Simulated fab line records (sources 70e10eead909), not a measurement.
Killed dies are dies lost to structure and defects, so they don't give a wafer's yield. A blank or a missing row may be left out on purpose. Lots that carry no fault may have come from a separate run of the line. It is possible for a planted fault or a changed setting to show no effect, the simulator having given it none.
fab line records	flow nand_harc	part 1 of 2: steps 1 to 33 of 39
record lots=5	wafers=15	last_day=32
route steps=1302 shown A_CHANNEL_FILL_D2@630 A_STAIRCASE@639
lots untouched by any fault: they come from a run of this same line in which no faults occurred
start_h: hours from the record's first day to the start of the lot's first wafer shown	wait_h: hours since the lot's step before	" as in the row above	L1.1+2: a single row standing in for several wafers	- value missing, or start not given	* or withheld: withheld	< > ~ a bound
route shown NAME@n: NAME is a module with steps in the file, n the number in the route of the first one	usual: mean/standard deviation of fault-free wafers	same: alike in all rows	chamber/n: place in a boat	sites: each site's reading	_std_site: their standard deviation	_edge_site: inner sites' mean taken away from outer sites' mean	radius_mm: for every site, how far away it sits from the centre of the wafer	mask NAME#n: copy n	behind: the most recent tool/chamber to have shaped the wafer	hold: cause of the lot's hold/its duration in hours/its outcome	device: names the non-switching transistor (n, p or np)	end of line: at the end of the route, the tests of the same wafers	a step without rows: its recipe alone	killed: the dies lost at the first sort to structure and to defects; this is not the yield of the wafer	map: a wafer's dies, marking killed ones x, the rest . and places with no die _
set.NAME: the run value of the setting; set.NAME@STEP: its run value at that earlier step	model.NAME: the simulator's own value behind a step, which no gauge read
lots at some steps of the route; a table a step, a row a wafer
services: the hour from which a tool's chamber was out of use, counted from the record's first day as start_h (under 0 if before that day), plus the number of hours and why
## steps
# step NHARC_A_CHANNEL_FILL_D2_PRECLEAN_30
# recipe time_s=30	chemistry=dHF
lot.wafer	tool	chamber	start_h	wait_h
L081.4+3+2	wet_bench-09	7,0,1	421.22	-
L088.5+3+1	wet_bench-07	1,3,5	487.13	-
L092.3+2+1	wet_bench-07	2,5,6	534.90	-
L093.5+1+4	wet_bench-05	4,7,0	539.73	-
L096.4+5+2	wet_bench-05	3,5,7	563.60	-
# step NHARC_A_CHANNEL_FILL_D2_SRD_31
lot.wafer	tool	chamber	start_h	wait_h
L081.4+3+2	wet_bench-09	7,0,1	421.24	0.0
L088.5+3+1	wet_bench-07	1,3,5	487.16	0.0
L092.3+2+1	wet_bench-07	2,5,6	534.92	0.0
L093.5+1+4	wet_bench-05	4,7,0	-	-
L096.4+5+2	wet_bench-05	3,5,7	563.63	0.0
# step NHARC_A_CHANNEL_FILL_D2_CVD_09
# recipe target_thk_a=1500	temp_c=620	pressure_mtorr=200	time_s=3000	material=poly-Si
# usual pressure_mtorr=200.0/0.38	spike_tc_top_C=640.2/1.7
lot.wafer	tool	chamber	start_h	wait_h	pressure_mtorr	spike_tc_top_C
L081.2	lpcvd_poly-01	0	423.51	2.3	199.4	639.8
L081.3	"	0	"	"	200.0	642.5
L081.4	"	0	"	"	199.4	641.6
L088.1	lpcvd_poly-03	0	489.59	2.4	199.9	640.3
L088.3	"	0	"	"	200.1	641.5
L088.5	"	0	"	"	199.5	641.0
L092.1	lpcvd_poly-03	0	537.35	2.4	200.6	639.5
L092.2	"	0	"	"	200.3	641.8
L092.3	"	0	"	"	200.2	643.2
L093.1	lpcvd_poly-02	0	542.67	2.9	200.2	638.4
L093.4	"	0	"	"	199.9	637.0
L093.5	"	0	"	"	199.8	636.3
L096.2	lpcvd_poly-02	0	565.97	2.3	199.8	637.6
L096.4	"	0	"	"	199.6	637.1
L096.5	"	0	"	"	199.6	637.7
# step NHARC_A_CHANNEL_FILL_D2_CMP_10
# recipe target_thk_nm=150
# usual motor_current_A=11.8/1.1	slurry_filter_dp_kPa=13.51/0.15	time_to_endpoint_s=15.1/2.5
lot.wafer	tool	chamber	start_h	wait_h	motor_current_A	slurry_filter_dp_kPa	time_to_endpoint_s
L081.2	cmp-02	1	426.68	0.4	13.5	13.58	12.3
L081.3	"	2	"	"	10.8	13.61	17.9
L081.4	"	0	"	"	11.5	13.56	16.4
L088.3	cmp-02	3	492.77	0.4	11.9	13.46	14.5
L088.1	"	1	"	"	13.6	13.79	11.9
L088.5	"	3	"	"	11.9	13.67	13.3
L092.1	cmp-02	0	540.57	0.4	10.4	13.55	15.7
L092.2	"	1	"	"	12.9	13.52	11.7
L092.3	"	3	"	"	11.9	13.66	14.0
L093.4	cmp-03	0	545.84	0.4	10.7	13.59	16.1
L093.1	"	3	"	"	10.9	13.52	14.6
L093.5	"	0	"	"	10.2	13.39	17.2
L096.4	cmp-03	2	569.14	0.4	12.1	13.49	12.9
L096.2	"	1	"	"	13.3	13.62	10.4
L096.5	"	2	"	"	11.9	13.36	13.4
# step NHARC_A_CHANNEL_FILL_D2_SRD_12
lot.wafer	tool	chamber	start_h	wait_h
L081.3+4+2	wet_bench-09	4,5,1	426.98	0.0
L088.5+3+1	wet_bench-07	7,0,1	493.05	0.0
L092.1+3+2	wet_bench-05	2,4,6	540.86	0.0
L093.4+1+5	wet_bench-09	7,1,2	546.14	0.0
L096.4+2+5	wet_bench-07	5,0,1	569.44	0.0
# step NHARC_A_CHANNEL_FILL_D2_RTA_24
# recipe temp_c=1000	time_s=5
# usual lamp_power_pct=32/3.7	wafer_temp_C_max=1006.1/1.3
lot.wafer	tool	chamber	start_h	wait_h	lamp_power_pct	wafer_temp_C_max
L081.2	rtp_anneal-01	0	427.13	0.1	27	1004.3
L081.3	"	0	"	"	27	1005.6
L081.4	"	0	"	"	27	1005.8
L088.1	rtp_anneal-01	0	493.17	0.0	27	1008.0
L088.3	"	0	"	"	27	1004.6
L088.5	"	0	"	"	27	1004.7
L092.1	rtp_anneal-01	0	540.98	0.0	27	1005.8
L092.2	"	0	"	"	27	1006.4
L092.3	"	0	"	"	27	1005.6
L093.1	rtp_anneal-02	0	546.26	0.0	35	1005.3
L093.4	"	0	"	"	35	1007.3
L093.5	"	0	"	"	35	1007.7
L096.2	rtp_anneal-02	0	569.59	0.1	35	1006.0
L096.4	"	0	"	"	35	1004.4
L096.5	"	0	"	"	35	1005.1
# step NHARC_A_CHANNEL_FILL_D2_INSPECT_13
# usual raw_defect_count=391/130
lot.wafer	tool	chamber	start_h	wait_h	raw_defect_count
L081.2	defect_inspect-02	-	427.30	0.1	399
L081.3	"	-	"	"	498
L081.4	"	-	"	"	656
L088.1	defect_inspect-02	-	493.36	0.2	649
L088.3	"	-	"	"	421
L088.5	"	-	"	"	483
L092.1	defect_inspect-01	-	541.18	0.2	220
L092.2	"	-	"	"	241
L092.3	"	-	"	"	239
L093.1	defect_inspect-02	-	546.46	0.2	430
L093.4	"	-	"	"	483
L093.5	"	-	"	"	453
L096.2	defect_inspect-01	-	569.76	0.1	270
L096.4	"	-	"	"	186
L096.5	"	-	"	"	370
# step NHARC_A_STAIRCASE_DEP_156
# recipe target_thk_a=500	temp_c=400	target_thk_nm=50	flow_sccm=200	rf_w=450	material=SiNx
# usual heater_power_w=645/88
lot.wafer	tool	chamber	start_h	wait_h	heater_power_w
L081.2	pecvd-03	2	427.39	0.1	685
L081.3	"	0	"	"	598
L081.4	"	2	"	"	686
L088.1	pecvd-03	0	493.43	0.1	515
L088.3	"	2	"	"	721
L088.5	"	0	"	"	515
L092.1	pecvd-04	1	541.24	0.1	531
L092.2	"	2	"	"	626
L092.3	"	0	"	"	587
L093.1	pecvd-04	1	546.58	0.1	662
L093.5	"	0	"	"	628
L093.4	"	1	"	"	633
L096.2	pecvd-02	1	569.88	0.1	619
L096.5	"	0	"	"	771
L096.4	"	1	"	"	639
# step NHARC_A_STAIRCASE_DEHYDRATE_158
# recipe temp_c=150	time_s=120
lot.wafer	tool	chamber	start_h	wait_h
L081.2+3+4	litho_track-03	0	427.63	0.2
L088.1+3+5	litho_track-05	0	493.70	0.2
L092.1+2+3	litho_track-05	0	541.52	0.2
L093.1+4+5	litho_track-05	0	546.80	0.2
L096.2+4+5	litho_track-03	0	570.10	0.2
# step NHARC_A_STAIRCASE_HMDS_159
# recipe time_s=30
lot.wafer	tool	chamber	start_h	wait_h
L081.2+3+4	litho_track-03	0	-	-
L088.1+3+5	litho_track-05	0	-	-
L092.1+2+3	litho_track-05	0	-	-
L093.1+4+5	litho_track-05	0	-	-
L096.2+4+5	litho_track-03	0	-	-
# step NHARC_A_STAIRCASE_COAT_160
# recipe spin_rpm=1200
# usual spin_speed_rpm=1200.0/0.86
lot.wafer	tool	chamber	start_h	wait_h	spin_speed_rpm
L081.2	litho_track-03	0	-	-	1199.3
L081.3	"	0	"	"	1200.4
L081.4	"	0	"	"	1197.5
L088.1	litho_track-05	0	-	-	1201.5
L088.3	"	0	"	"	1199.8
L088.5	"	0	"	"	1199.7
L092.1	litho_track-05	0	-	-	1198.8
L092.2	"	0	"	"	1198.6
L092.3	"	0	"	"	1199.8
L093.1	litho_track-05	0	-	-	1200.1
L093.4	"	0	"	"	1199.4
L093.5	"	0	"	"	1200.8
L096.2	litho_track-03	0	-	-	1200.2
L096.4	"	0	"	"	1200.4
L096.5	"	0	"	"	1199.7
# step NHARC_A_STAIRCASE_SOFTBAKE_161
# recipe temp_c=135	time_s=170
lot.wafer	tool	chamber	start_h	wait_h
L081.2+3+4	litho_track-03	0	-	-
L088.1+3+5	litho_track-05	0	-	-
L092.1+2+3	litho_track-05	0	-	-
L093.1+4+5	litho_track-05	0	-	-
L096.2+4+5	litho_track-03	0	-	-
# step NHARC_A_STAIRCASE_EBR_162
lot.wafer	tool	chamber	start_h	wait_h
L081.2+3+4	litho_track-03	0	-	-
L088.1+3+5	litho_track-05	0	-	-
L092.1+2+3	litho_track-05	0	-	-
L093.1+4+5	litho_track-05	0	-	-
L096.2+4+5	litho_track-03	0	-	-
# step NHARC_A_STAIRCASE_EXPOSE_163
# recipe na=0.5	dose_mj=20.01	mask_id=STAIR_OPEN
lot.wafer	tool	chamber	start_h	wait_h	mask
L081.2+3+4	krf_scanner-04	0	427.97	-	STAIR_OPEN#0
L088.1+3+5	krf_scanner-04	0	494.04	-	STAIR_OPEN#0
L092.1+2+3	krf_scanner-04	0	541.85	-	STAIR_OPEN#0
L093.1+4+5	krf_scanner-01	0	547.13	-	STAIR_OPEN#0
L096.2+4+5	krf_scanner-01	0	570.31	-	STAIR_OPEN#0
# step NHARC_A_STAIRCASE_PEB_164
# recipe peb_temp_c=115	peb_time_s=130
lot.wafer	tool	chamber	start_h	wait_h
L081.2+3+4	litho_track-05	0	428.03	0.1
L088.1+3+5	litho_track-03	0	494.10	0.1
L092.1+2+3	litho_track-03	0	541.91	0.1
L093.1+4+5	litho_track-07	0	547.19	0.1
L096.2+4+5	litho_track-05	0	570.37	0.1
# step NHARC_A_STAIRCASE_DEVELOP_165
# recipe time_s=140
lot.wafer	tool	chamber	start_h	wait_h
L081.2+3+4	litho_track-05	0	-	-
L088.1+3+5	litho_track-03	0	-	-
L092.1+2+3	litho_track-03	0	-	-
L093.1+4+5	litho_track-07	0	-	-
L096.2+4+5	litho_track-05	0	-	-
# step NHARC_A_STAIRCASE_HARDBAKE_167
# recipe temp_c=120	time_s=140
lot.wafer	tool	chamber	start_h	wait_h
L081.2+3+4	litho_track-03	0	428.25	-
L088.1+3+5	litho_track-05	0	494.32	-
L092.1+2+3	litho_track-07	0	542.13	-
L093.1+4+5	litho_track-05	0	547.41	-
L096.2+4+5	litho_track-03	0	570.59	-
# step NHARC_A_STAIRCASE_DESCUM_168
# recipe time_s=3	o2_flow_sccm=200	ar_flow_sccm=0	bias_power_w=0	chemistry=O2
# usual drypump_motor_current_A=5.8/0.43	oes_product_au=0.999/0.011	rf_vpp_V=57.8/0.86	showerhead_plenum_p_Torr=1.93/0.089	throttle_valve_pct=11.311/0.009
lot.wafer	tool	chamber	start_h	wait_h	drypump_motor_current_A	oes_product_au	rf_hours_counter_h	rf_vpp_V	showerhead_plenum_p_Torr	throttle_valve_pct
L081.3	rie_diel-04	3	428.34	-	6.4	1.005	10	57.9	1.86	11.311
L081.2	"	0	"	"	6.1	0.983	17	57.2	1.98	11.303
L081.4	"	2	"	"	6.0	1.010	13	58.0	2.07	11.298
L088.3	rie_diel-13	1	494.41	-	5.5	1.000	46	59.5	2.06	11.319
L088.1	"	2	"	"	5.9	1.004	43	56.6	1.91	11.301
L088.5	"	1	"	"	5.5	1.005	-	58.7	2.06	11.301
L092.1	rie_diel-08	2	542.22	-	5.4	1.004	45	58.3	1.90	11.296
L092.3	"	3	"	"	5.5	0.995	56	57.0	1.82	11.307
L092.2	"	0	"	"	5.5	0.994	50	59.0	1.92	11.314
L093.1	rie_diel-13	2	548.01	-	5.9	1.009	10	55.9	1.91	11.322
L093.4	"	3	"	"	6.6	1.006	10	57.1	1.78	11.298
L093.5	"	2	"	"	5.9	1.013	-	58.1	1.91	11.309
L096.2	rie_diel-04	2	570.69	-	6.0	1.013	10	57.4	2.06	11.327
L096.4	"	0	"	"	6.1	0.985	10	57.3	1.96	11.312
L096.5	"	3	"	"	6.4	1.004	-	57.7	1.84	11.312
# step NHARC_A_STAIRCASE_ETCH_169
# recipe target_depth_a=500	time_s=107.1	ion_energy_ev=120	ch3f_flow_sccm=50	o2_flow_sccm=30	ar_flow_sccm=200	rf_w=500	bias_w=100	chemistry=CH3F/O2
# usual drypump_motor_current_A=5.8/0.43	oes_product_au=0.962/0.019	rf_vpp_V=244.5/1.7	showerhead_plenum_p_Torr=2.47/0.11	throttle_valve_pct=20.663/0.0092
lot.wafer	tool	chamber	start_h	wait_h	drypump_motor_current_A	oes_product_au	rf_hours_counter_h	rf_vpp_V	showerhead_plenum_p_Torr	throttle_valve_pct
L081.4	rie_diel-04	2	428.42	0.1	6.0	0.985	13	246.5	2.66	20.657
L081.3	"	3	"	"	6.4	0.968	10	243.1	2.39	20.667
L081.2	"	1	"	"	4.8	0.969	15	245.4	2.58	20.657
L088.3	rie_diel-13	1	494.51	0.1	5.5	0.962	46	245.7	2.64	20.650
L088.1	"	3	"	"	6.5	0.974	50	243.9	2.30	20.669
L088.5	"	0	"	"	5.9	0.974	-	243.9	2.37	20.652
L092.2	rie_diel-08	0	542.31	0.1	5.5	0.983	50	244.4	2.47	20.649
L092.1	"	1	"	"	5.9	0.995	50	242.1	2.42	20.672
L092.3	"	3	"	"	5.5	0.959	56	243.3	2.34	20.673
L093.4	rie_diel-13	3	548.18	0.2	6.6	0.938	10	240.9	2.29	20.656
L093.1	"	0	"	"	5.9	0.939	7	243.3	2.36	20.689
L093.5	"	1	"	"	5.5	0.928	-	247.3	2.64	20.663
L096.2	rie_diel-04	1	570.79	0.1	4.8	0.944	10	246.5	2.57	20.669
L096.4	"	2	"	"	6.0	0.969	10	246.3	2.64	20.648
L096.5	"	0	"	"	6.1	0.939	-	246.5	2.52	20.670
# step NHARC_A_STAIRCASE_ETCH_170
# recipe target_depth_a=2000	time_s=66.667	ion_energy_ev=250	c4f6_flow_sccm=25	o2_flow_sccm=20	ar_flow_sccm=500	rf_w=600	bias_w=500	chemistry=C4F6/O2
# usual drypump_motor_current_A=5.8/0.43	oes_product_au=0.976/0.014	rf_vpp_V=547/3.6	showerhead_plenum_p_Torr=3.94/0.17	throttle_valve_pct=26.904/0.0095
lot.wafer	tool	chamber	start_h	wait_h	drypump_motor_current_A	oes_product_au	rf_hours_counter_h	rf_vpp_V	showerhead_plenum_p_Torr	throttle_valve_pct
L081.2	rie_diel-04	3	-	-	6.4	0.976	10	546	3.82	26.910
L081.4	"	0	"	"	6.1	0.952	17	550	4.05	26.906
L081.3	"	1	"	"	4.8	0.959	15	551	4.11	26.891
L088.3	rie_diel-13	0	-	-	5.9	0.974	49	545	3.78	26.894
L088.1	"	1	"	"	5.5	0.962	46	552	4.20	26.903
L088.5	"	3	"	"	6.6	0.971	-	541	3.68	26.903
L092.1	rie_diel-08	2	-	-	5.5	0.969	45	546	3.90	26.880
L092.2	"	0	"	"	5.5	0.983	50	547	3.94	26.877
L092.3	"	1	"	"	5.9	0.985	50	545	3.86	26.899
L093.4	rie_diel-13	3	-	-	6.6	0.974	10	542	3.67	26.907
L093.1	"	0	"	"	5.9	0.970	7	544	3.78	26.910
L093.5	"	1	"	"	5.5	0.969	-	553	4.19	26.901
L096.4	rie_diel-04	2	-	-	6.0	0.987	10	552	4.19	26.902
L096.2	"	0	"	"	6.1	0.953	10	547	4.02	26.898
L096.5	"	3	"	"	6.4	0.986	-	545	3.79	26.898
# step NHARC_A_STAIRCASE_STRIP_171
# recipe power_w=1500	temp_c=250	chemistry=O2
# usual drypump_motor_current_A=5.3/0.33	heater_power_w=335/52
lot.wafer	tool	chamber	start_h	wait_h	drypump_motor_current_A	heater_power_w	rf_hours_counter_h
L081.2	plasma_asher-01	1	428.70	-	5.7	314	17
L081.3	"	0	"	"	5.3	403	-
L081.4	"	1	"	"	5.7	312	-
L088.1	plasma_asher-02	1	494.78	-	4.8	270	13
L088.3	"	1	"	"	4.8	272	-
L088.5	"	0	"	"	5.5	334	-
L092.1	plasma_asher-01	0	542.54	-	5.2	408	5
L092.2	"	1	"	"	5.7	316	5
L092.3	"	1	"	"	5.7	312	-
L093.1	plasma_asher-01	1	548.70	-	5.7	311	6
L093.4	"	1	"	"	5.7	315	-
L093.5	"	1	"	"	5.7	308	-
L096.2	plasma_asher-01	0	571.03	-	5.2	412	12
L096.4	"	0	"	"	5.2	413	-
L096.5	"	0	"	"	5.2	407	-
# step NHARC_A_STAIRCASE_STRIP_172
# recipe time_s=900	temp_c=130	chemistry=SPM
lot.wafer	tool	chamber	start_h	wait_h
L081.2+3+4	wet_bench-02	6,0,1	429.01	0.3
L088.1+5+3	wet_bench-02	3,4,0	495.08	0.3
L092.2+1+3	wet_bench-01	5,6,2	542.89	0.3
L093.1+4+5	wet_bench-01	1,3,4	549.00	0.3
L096.4+5+2	wet_bench-04	0,1,2	571.38	0.2
# step NHARC_A_STAIRCASE_PRECLEAN_173
# recipe time_s=*	temp_c=50	bath_age_min=0	chemistry=SC1
# usual sc1_h2o2_end_mol_l=0.3698/0.00064
lot.wafer	tool	chamber	start_h	wait_h	sc1_h2o2_end_mol_l
L081.2	wet_bench-02	6	-	-	0.3693
L081.3	"	0	"	"	0.3701
L081.4	"	1	"	"	0.3705
L088.1	wet_bench-02	3	-	-	0.3704
L088.5	"	4	"	"	0.3694
L088.3	"	0	"	"	0.3711
L092.2	wet_bench-01	5	-	-	0.3689
L092.1	"	6	"	"	0.3690
L092.3	"	2	"	"	0.3702
L093.1	wet_bench-01	1	-	-	0.3699
L093.4	"	3	"	"	0.3703
L093.5	"	4	"	"	0.3699
L096.4	wet_bench-04	0	-	-	0.3694
L096.5	"	1	"	"	0.3689
L096.2	"	2	"	"	0.3692
# step NHARC_A_STAIRCASE_SRD_174
lot.wafer	tool	chamber	start_h	wait_h
L081.2+3+4	wet_bench-02	6,0,1	-	-
L088.1+5+3	wet_bench-02	3,4,0	-	-
L092.2+1+3	wet_bench-01	5,6,2	-	-
L093.1+4+5	wet_bench-01	1,3,4	-	-
L096.4+5+2	wet_bench-04	0,1,2	-	-
# step NHARC_A_STAIRCASE_DEHYDRATE_01
# recipe temp_c=150	time_s=120
lot.wafer	tool	chamber	start_h	wait_h
L081.2+3+4	litho_track-03	0	429.46	-
L088.1+3+5	litho_track-03	0	495.53	-
L092.1+2+3	litho_track-05	0	543.36	-
L093.1+4+5	litho_track-03	0	549.45	-
L096.2+4+5	litho_track-07	0	571.84	-
# step NHARC_A_STAIRCASE_HMDS_02
# recipe time_s=30
lot.wafer	tool	chamber	start_h	wait_h
L081.2+3+4	litho_track-03	0	-	-
L088.1+3+5	litho_track-03	0	-	-
L092.1+2+3	litho_track-05	0	-	-
L093.1+4+5	litho_track-03	0	-	-
L096.2+4+5	litho_track-07	0	-	-
# step NHARC_A_STAIRCASE_COAT_03
# recipe spin_rpm=1200
# usual spin_speed_rpm=1200.2/0.8
lot.wafer	tool	chamber	start_h	wait_h	spin_speed_rpm
L081.2	litho_track-03	0	-	-	1199.9
L081.3	"	0	"	"	1199.4
L081.4	"	0	"	"	1200.7
L088.1	litho_track-03	0	-	-	1200.4
L088.3	"	0	"	"	1199.8
L088.5	"	0	"	"	1198.7
L092.1	litho_track-05	0	-	-	1199.9
L092.2	"	0	"	"	1200.1
L092.3	"	0	"	"	1201.0
L093.1	litho_track-03	0	-	-	1200.4
L093.4	"	0	"	"	1201.2
L093.5	"	0	"	"	1201.6
L096.2	litho_track-07	0	-	-	1201.2
L096.4	"	0	"	"	1201.0
L096.5	"	0	"	"	1200.3
# step NHARC_A_STAIRCASE_SOFTBAKE_04
# recipe temp_c=135	time_s=170
lot.wafer	tool	chamber	start_h	wait_h
L081.2+3+4	litho_track-03	0	-	-
L088.1+3+5	litho_track-03	0	-	-
L092.1+2+3	litho_track-05	0	-	-
L093.1+4+5	litho_track-03	0	-	-
L096.2+4+5	litho_track-07	0	-	-
# step NHARC_A_STAIRCASE_EBR_05
lot.wafer	tool	chamber	start_h	wait_h
L081.2+3+4	litho_track-03	0	-	-
L088.1+3+5	litho_track-03	0	-	-
L092.1+2+3	litho_track-05	0	-	-
L093.1+4+5	litho_track-03	0	-	-
L096.2+4+5	litho_track-07	0	-	-
# step NHARC_A_STAIRCASE_EXPOSE_06
# recipe na=0.5	dose_mj=25.43	mask_id=STAIR
lot.wafer	tool	chamber	start_h	wait_h	mask
L081.2+3+4	krf_scanner-04	0	429.79	-	STAIR#0
L088.1+3+5	krf_scanner-04	0	495.87	-	STAIR#0
L092.1+2+3	krf_scanner-03	0	543.70	-	STAIR#0
L093.1+4+5	krf_scanner-01	0	549.78	-	STAIR#0
L096.2+4+5	krf_scanner-04	0	572.18	-	STAIR#0
# step NHARC_A_STAIRCASE_PEB_07
# recipe peb_temp_c=115	peb_time_s=130
lot.wafer	tool	chamber	start_h	wait_h
L081.2+3+4	litho_track-05	0	429.85	0.1
L088.1+3+5	litho_track-05	0	495.93	0.1
L092.1+2+3	litho_track-05	0	543.76	0.1
L093.1+4+5	litho_track-05	0	549.85	0.1
L096.2+4+5	litho_track-07	0	572.24	0.1
# step NHARC_A_STAIRCASE_DEVELOP_08
# recipe time_s=140
lot.wafer	tool	chamber	start_h	wait_h
L081.2+3+4	litho_track-05	0	-	-
L088.1+3+5	litho_track-05	0	-	-
L092.1+2+3	litho_track-05	0	-	-
L093.1+4+5	litho_track-05	0	-	-
L096.2+4+5	litho_track-07	0	-	-
# step NHARC_A_STAIRCASE_HARDBAKE_10
# recipe temp_c=120	time_s=140
lot.wafer	tool	chamber	start_h	wait_h
L081.2+3+4	litho_track-03	0	430.08	-
L088.1+3+5	litho_track-03	0	496.15	-
L092.1+2+3	litho_track-05	0	543.98	-
L093.1+4+5	litho_track-03	0	550.07	-
L096.2+4+5	litho_track-05	0	572.46	-
